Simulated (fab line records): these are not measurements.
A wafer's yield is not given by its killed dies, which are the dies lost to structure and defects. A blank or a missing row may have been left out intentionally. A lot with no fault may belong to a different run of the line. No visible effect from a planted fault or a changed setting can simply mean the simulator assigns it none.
Which tool did it?    flow n5_finfet    72 wafers from 24 lots sampled at 6 of the route's 1938 steps

## WHAT THE GAUGES SHOWED, per wafer
N5_BEOL_M2_CD_MEAS_35: target cd 18 nm, target cd y 22.2 nm. Usual: cd_nm at 17.98 nm, with a standard deviation of 0.27.
lot   measured      on         cd_nm (nm)         flag
L074  day 6 17:37   cd_sem-01  17.63 18.83 18.06  
L075  day 7 05:17   cd_sem-01  18.06 17.79 17.86  
L076  day 8 03:20   cd_sem-02  17.67 18.10 18.22  
L077  day 8 03:20   cd_sem-01  18.27 18.02 17.86  
L078  day 8 10:50   cd_sem-03  18.04 17.68 18.08  
L079  day 10 00:11  cd_sem-02  18.59 18.44 18.57  
L080  day 10 08:55  cd_sem-03  17.95 18.08 17.94  
L081  day 10 08:57  cd_sem-02  17.73 18.12 17.68  
L082  day 10 12:23  cd_sem-02  17.74 18.08 18.26  
L083  day 10 23:16  cd_sem-02  17.68 17.61 17.86  
L084  day 11 01:23  cd_sem-01  17.78 17.77 18.06  
L085  day 11 15:55  cd_sem-03  17.91 17.99 17.52  
L086  day 11 15:56  cd_sem-03  18.41 18.54 18.07  
L088  day 11 16:07  cd_sem-03  17.98 17.65 18.24  
L087  day 11 16:29  cd_sem-02  17.79 18.07 17.89  
L089  day 12 19:59  cd_sem-01  18.15 17.91 17.72  
L090  day 12 22:47  cd_sem-02  18.06 17.84 18.13  
L092  day 13 02:23  cd_sem-02  17.94 18.07 17.72  
L091  day 13 02:26  cd_sem-02  18.43 18.39 17.89  
L093  day 13 04:53  cd_sem-02  17.85 17.95 17.99  
L096  day 14 11:11  cd_sem-03  17.66 18.49 17.56  
L095  day 14 11:13  cd_sem-03  18.27 17.73 18.24  
L094  day 14 14:42  cd_sem-01  17.91 18.04 18.01  
L097  day 14 14:44  cd_sem-02  17.74 18.00 17.91  

N5_BEOL_M3_INSPECT_13: inspects for defects (brightfield). Usual: raw_defect_count at 405, with a standard deviation of 91.
lot   measured      on                 raw_defect_count  flag
L074  day 7 00:35   defect_inspect-02  394 400 390       
L075  day 7 23:01   defect_inspect-02  570 430 386       
L076  day 9 19:17   defect_inspect-01  355 377 309       
L077  day 9 19:43   defect_inspect-02  417 290 441       
L078  day 9 19:56   defect_inspect-01  323 290 349       
L079  day 10 06:19  defect_inspect-01  395 385 406       
L080  day 10 13:53  defect_inspect-02  504 370 301       
L081  day 10 15:59  defect_inspect-01  401 322 274       
L082  day 10 17:13  defect_inspect-01  381 439 334       
L083  day 11 05:09  defect_inspect-01  587 390 602       
L084  day 11 07:21  defect_inspect-01  340 414 448       
L085  day 11 21:34  defect_inspect-01  385 416 476       
L086  day 11 21:40  defect_inspect-01  317 398 335       
L088  day 11 23:04  defect_inspect-01  327 398 322       
L087  day 11 22:53  defect_inspect-01  415 474 348       
L089  day 13 02:43  defect_inspect-01  442 412 487       
L090  day 13 06:56  defect_inspect-01  452 670 659       
L092  day 13 09:29  defect_inspect-01  314 419 379       
L091  day 13 09:32  defect_inspect-02  459 443 396       
L093  day 13 15:01  defect_inspect-02  352 317 377       
L096  day 14 15:56  defect_inspect-01  462 453 391       
L095  day 14 16:02  defect_inspect-01  372 323 384       
L094  day 14 19:20  defect_inspect-02  315 348 353       
L097  day 14 20:22  defect_inspect-02  737 414 384       

## WHAT TOOL EACH LOT RAN ON (gives the tool, then ch and the chambers of the sampled wafers, and finally the start)
lot   N5_BEOL_M2_ALD_98                  N5_BEOL_M2_STRIP_36                 N5_BEOL_M2_ALD_84                    N5_BEOL_M2_ANNEAL_80
L074  ald_sin-03 ch 0,1,2, day 6 15:18   rie_diel-01 ch 0,1,3, day 6 17:16   ald_metal-04 ch 0,1,3, day 6 18:22   pvd_sputter-03, day 6 19:31
L075  ald_sin-02 ch 0,1,2, day 7 02:09   rie_diel-06 ch 0,1,2, day 7 04:56   ald_metal-01 ch 0,1,3, day 7 05:31   pvd_sputter-02, day 7 06:43
L076  ald_sin-02 ch 0,2,3, day 8 00:18   rie_diel-04 ch 0,1,2, day 8 02:59   ald_metal-01 ch 0,1,2, day 8 03:29   pvd_sputter-02, day 8 04:13
L077  ald_sin-02 ch 1,2,3, day 8 00:43   rie_diel-06 ch 0,2, day 8 02:59     ald_metal-01 ch 0,1,3, day 8 03:41   pvd_sputter-03, day 8 04:26
L078  ald_sin-02 ch 0,1,3, day 8 00:58   rie_diel-01 ch 0,2, day 8 10:28     ald_metal-02 ch 1,3, day 8 11:40     pvd_sputter-02, day 8 12:46
L079  ald_sin-03 ch 2,3, day 9 21:32     rie_diel-04 ch 1,2,3, day 9 23:50   ald_metal-02 ch 0,2,3, day 10 00:20  pvd_sputter-02, day 10 01:05
L080  ald_sin-02 ch 0,1,2, day 9 21:57   rie_diel-06 ch 0,2,3, day 10 08:34  ald_metal-02 ch 0,1, day 10 09:14    pvd_sputter-03, day 10 10:07
L081  ald_sin-03 ch 1,2,3, day 9 21:59   rie_diel-01 ch 1,2, day 10 08:37    ald_metal-04 ch 0,2,3, day 10 09:14  pvd_sputter-03, day 10 11:58
L082  ald_sin-02 ch 0,1,2, day 10 11:28  rie_diel-01 ch 0,1,3, day 10 12:02  ald_metal-01 ch 1,2,3, day 10 13:09  pvd_sputter-02, day 10 13:58
L083  ald_sin-03 ch 0,1,3, day 10 17:26  rie_diel-06 ch 0,3, day 10 22:56    ald_metal-02 ch 1,2,3, day 10 23:50  pvd_sputter-02, day 11 01:23
L084  ald_sin-03 ch 0,1, day 10 19:47    rie_diel-06 ch 0,2,3, day 11 01:02  ald_metal-04 ch 0,1,3, day 11 01:57  pvd_sputter-03, day 11 02:46
L085  ald_sin-03 ch 0,1,3, day 11 07:12  rie_diel-01 ch 0,2,3, day 11 15:29  ald_metal-01 ch 0,3, day 11 16:22    pvd_sputter-03, day 11 17:07
L086  ald_sin-04 ch 1,3, day 11 09:51    rie_diel-04 ch 0,2, day 11 15:34    ald_metal-04 ch 0,3, day 11 16:24    pvd_sputter-01, day 11 17:17
L088  ald_sin-04 ch 0,1,3, day 11 14:29  rie_diel-06 ch 0,1, day 11 15:38    ald_metal-02 ch 2,3, day 11 16:33    pvd_sputter-01, day 11 19:08
L087  ald_sin-02 ch 0,2,3, day 11 14:59  rie_diel-06 ch 0,3, day 11 16:02    ald_metal-01 ch 1,2,3, day 11 16:37  pvd_sputter-03, day 11 18:58
L089  ald_sin-03 ch 1,2,3, day 12 19:07  rie_diel-01 ch 0,1,3, day 12 19:38  ald_metal-01 ch 0,1, day 12 20:09    pvd_sputter-02, day 12 21:11
L090  ald_sin-04 ch 0,1, day 12 21:38    rie_diel-01 ch 0,2, day 12 22:25    ald_metal-04 ch 0,3, day 12 23:17    pvd_sputter-02, day 13 01:21
L092  ald_sin-02 ch 0,1,3, day 12 22:44  rie_diel-06 ch 0,1,3, day 13 02:02  ald_metal-04 ch 0,2,3, day 13 02:52  pvd_sputter-01, day 13 04:47
L091  ald_sin-03 ch 0,1, day 13 01:11    rie_diel-04 ch 0,1,3, day 13 02:05  ald_metal-02 ch 0,1,3, day 13 02:57  pvd_sputter-03, day 13 04:55
L093  ald_sin-04 ch 0,1,3, day 13 04:12  rie_diel-01 ch 0,3, day 13 04:32    ald_metal-04 ch 0,2,3, day 13 05:29  pvd_sputter-01, day 13 06:44
L096  ald_sin-03 ch 0,1,3, day 14 06:11  rie_diel-01 ch 1,2,3, day 14 10:49  ald_metal-01 ch 0,2,3, day 14 11:37  pvd_sputter-03, day 14 12:43
L095  ald_sin-03 ch 0,1,3, day 14 06:46  rie_diel-06 ch 0,2,3, day 14 10:51  ald_metal-02 ch 0,1, day 14 11:43    pvd_sputter-02, day 14 12:50
L094  ald_sin-04 ch 0,2, day 14 06:52    rie_diel-01 ch 3, day 14 14:16      ald_metal-04 ch 1,2, day 14 15:07    pvd_sputter-02, day 14 16:01
L097  ald_sin-03 ch 2,3, day 14 08:11    rie_diel-06 ch 0,3, day 14 14:22    ald_metal-02 ch 0,1,3, day 14 15:20  pvd_sputter-03, day 14 16:17
- N5_BEOL_M2_ALD_98: deposits SiO2, target thk 2.5 nm, pulse time 1 s, co reactant pulse time 1 s.
- N5_BEOL_M2_STRIP_36: strips in N2/H2.
- N5_BEOL_M2_ALD_84: deposits TaN, pulse time 2 s, purge time 3 s, co reactant purge time 2 s.
- N5_BEOL_M2_ANNEAL_80: time 240 s.

## WHAT THE TOOLS THEMSELVES READ (means of the sampled wafers that have a number; where no wafer has one, the mark that the record gives instead)
N5_BEOL_M2_ALD_98. Usual: heater_power_outer_w 39 W, standard deviation 5.8; heater_power_w 77 W, standard deviation 9.8; precursor_pulse_height_rel 0.997, standard deviation 0.018.
lot   tool        heater_power_outer_w (W)  heater_power_w (W)  precursor_pulse_height_rel  flag
L074  ald_sin-03  43                        83                  1.002                       
L075  ald_sin-02  37                        74                  1.000                       
L076  ald_sin-02  37                        74                  0.995                       
L077  ald_sin-02  37                        76                  0.984                       
L078  ald_sin-02  39                        74                  1.009                       
L079  ald_sin-03  40                        76                  0.997                       
L080  ald_sin-02  36                        72                  1.005                       
L081  ald_sin-03  42                        81                  1.002                       
L082  ald_sin-02  37                        71                  0.990                       
L083  ald_sin-03  37                        73                  0.987                       
L084  ald_sin-03  40                        75                  0.990                       
L085  ald_sin-03  37                        73                  0.987                       
L086  ald_sin-04  45                        87                  1.011                       
L088  ald_sin-04  41                        80                  0.986                       
L087  ald_sin-02  37                        71                  0.983                       
L089  ald_sin-03  41                        80                  0.990                       
L090  ald_sin-04  35                        69                  1.004                       
L092  ald_sin-02  38                        76                  0.998                       
L091  ald_sin-03  38                        78                  1.003                       
L093  ald_sin-04  40                        78                  0.983                       
L096  ald_sin-03  38                        73                  0.970                       
L095  ald_sin-03  38                        74                  0.992                       
L094  ald_sin-04  37                        72                  0.998                       
L097  ald_sin-03  40                        77                  0.994                       

N5_BEOL_M2_STRIP_36. Usual: drypump_motor_current_A 5.8 A, standard deviation 0.35; h2_flow_sccm 199.9 sccm, standard deviation 0.67; n2_flow_sccm 199.9 sccm, standard deviation 0.59; oes_product_au 0.78 a.u., standard deviation 0.054; power_w 450.0 W, standard deviation 1.2; rf_vpp_V 59.3 V, standard deviation 1.4; showerhead_plenum_p_Torr 2.56 Torr, standard deviation 0.066; throttle_valve_pct 23.73 %, standard deviation 0.24.
lot   tool         drypump_motor_current_A (A)  h2_flow_sccm (sccm)  n2_flow_sccm (sccm)  oes_product_au (a.u.)  power_w (W)  rf_vpp_V (V)  showerhead_plenum_p_Torr (Torr)  throttle_valve_pct (%)  flag
L074  rie_diel-01  5.7                          200.6                200.0                0.83                   450.4        59.0          2.60                             23.72                   
L075  rie_diel-06  5.6                          200.3                200.2                0.79                   449.6        58.7          2.58                             23.74                   
L076  rie_diel-04  5.7                          199.9                199.4                0.83                   449.2        59.5          2.63                             23.62                   
L077  rie_diel-06  5.6                          200.2                200.3                0.74                   451.8        59.4          2.56                             23.87                   
L078  rie_diel-01  6.1                          199.2                200.4                0.86                   450.9        58.5          2.54                             23.75                   
L079  rie_diel-04  5.7                          200.6                199.8                0.75                   450.9        60.2          2.60                             23.54                   
L080  rie_diel-06  5.7                          199.5                200.0                0.74                   449.1        60.0          2.56                             23.75                   
L081  rie_diel-01  6.1                          200.0                200.3                0.83                   449.6        58.6          2.50                             23.69                   
L082  rie_diel-01  5.7                          200.4                200.3                0.81                   450.0        58.5          2.59                             23.75                   
L083  rie_diel-06  5.9                          200.2                200.7                0.73                   449.3        58.0          2.52                             23.85                   
L084  rie_diel-06  5.7                          199.8                199.5                0.73                   450.3        60.7          2.56                             23.78                   
L085  rie_diel-01  5.8                          200.1                199.9                0.81                   448.3        60.4          2.55                             23.79                   
L086  rie_diel-04  5.8                          200.1                200.6                0.76                   449.6        59.1          2.64                             24.04                   
L088  rie_diel-06  5.8                          199.8                199.3                0.78                   449.7        59.1          2.54                             23.80                   
L087  rie_diel-06  5.9                          200.1                200.1                0.72                   449.3        60.3          2.52                             23.87                   
L089  rie_diel-01  5.7                          199.4                200.5                0.79                   450.6        59.4          2.59                             23.76                   
L090  rie_diel-01  6.1                          200.1                199.4                0.81                   450.0        59.3          2.53                             23.78                   
L092  rie_diel-06  5.8                          199.2                199.4                0.74                   450.1        58.7          2.53                             23.80                   
L091  rie_diel-04  6.1                          199.7                199.7                0.79                   450.7        58.6          2.62                             23.31                   
L093  rie_diel-01  5.6                          200.2                200.3                0.76                   449.5        58.9          2.58                             23.82                   
L096  rie_diel-01  5.9                          200.0                199.8                0.76                   449.7        58.4          2.51                             23.76                   
L095  rie_diel-06  5.7                          200.0                199.9                0.71                   449.3        58.4          2.55                             23.81                   
L094  rie_diel-01  5.6                          199.5                199.7                0.72                   450.2        59.4          2.52                             23.83                   
L097  rie_diel-06  6.0                          199.2                199.1                0.71                   448.2        59.3          2.50                             23.91                   

N5_BEOL_M2_ALD_84. Usual: heater_power_outer_w 225 W, standard deviation 28; heater_power_w 421 W, standard deviation 50; precursor_vessel_temp_c 74.99 C, standard deviation 0.13.
lot   tool          heater_power_outer_w (W)  heater_power_w (W)  precursor_vessel_temp_c (C)  flag
L074  ald_metal-04  223                       411                 75.06                        
L075  ald_metal-01  208                       381                 75.05                        
L076  ald_metal-01  220                       416                 75.07                        
L077  ald_metal-01  208                       383                 74.97                        
L078  ald_metal-02  247                       447                 75.06                        
L079  ald_metal-02  245                       468                 74.95                        
L080  ald_metal-02  256                       469                 74.98                        
L081  ald_metal-04  208                       391                 75.02                        
L082  ald_metal-01  224                       413                 74.89                        
L083  ald_metal-02  263                       479                 75.02                        
L084  ald_metal-04  218                       419                 75.03                        
L085  ald_metal-01  199                       359                 74.99                        
L086  ald_metal-04  207                       392                 75.04                        
L088  ald_metal-02  250                       454                 75.01                        
L087  ald_metal-01  226                       418                 74.92                        
L089  ald_metal-01  200                       384                 75.01                        
L090  ald_metal-04  217                       409                 75.02                        
L092  ald_metal-04  206                       386                 75.02                        
L091  ald_metal-02  239                       454                 74.87                        
L093  ald_metal-04  207                       395                 74.99                        
L096  ald_metal-01  206                       388                 75.07                        
L095  ald_metal-02  241                       456                 75.03                        
L094  ald_metal-04  225                       421                 74.90                        
L097  ald_metal-02  239                       451                 74.98                        

N5_BEOL_M2_ANNEAL_80. Usual: heater_power_w at 845 W, with a standard deviation of 91.
lot   tool            heater_power_w (W)  flag
L074  pvd_sputter-03  767                 
L075  pvd_sputter-02  880                 
L076  pvd_sputter-02  936                 
L077  pvd_sputter-03  750                 
L078  pvd_sputter-02  850                 
L079  pvd_sputter-02  873                 
L080  pvd_sputter-03  729                 
L081  pvd_sputter-03  804                 
L082  pvd_sputter-02  876                 
L083  pvd_sputter-02  872                 
L084  pvd_sputter-03  730                 
L085  pvd_sputter-03  760                 
L086  pvd_sputter-01  923                 
L088  pvd_sputter-01  927                 
L087  pvd_sputter-03  779                 
L089  pvd_sputter-02  887                 
L090  pvd_sputter-02  905                 
L092  pvd_sputter-01  879                 
L091  pvd_sputter-03  806                 
L093  pvd_sputter-01  913                 
L096  pvd_sputter-03  778                 
L095  pvd_sputter-02  920                 
L094  pvd_sputter-02  911                 
L097  pvd_sputter-03  770                 

## THE ANSWER, worked out from the rows above alone
Rule: a lot counts as off when the mean over its wafers that have a number is more than 3 standard deviations away from the usual mean. A lot without any number at a reading at which 4 lots or more have one is off too. The other lots that the step has rows for count as sound. Order of review: gauges by route order, followed by the tools' own readings, for which a lot's mean as printed above is used. At the first step where some lot is off, the reading lying furthest off is the one used; lots without a number count as furthest.
No lot is off at any reading shown: from this, nothing can be told.

## WHAT HAD BEEN PUT IN BY THE SIMULATOR
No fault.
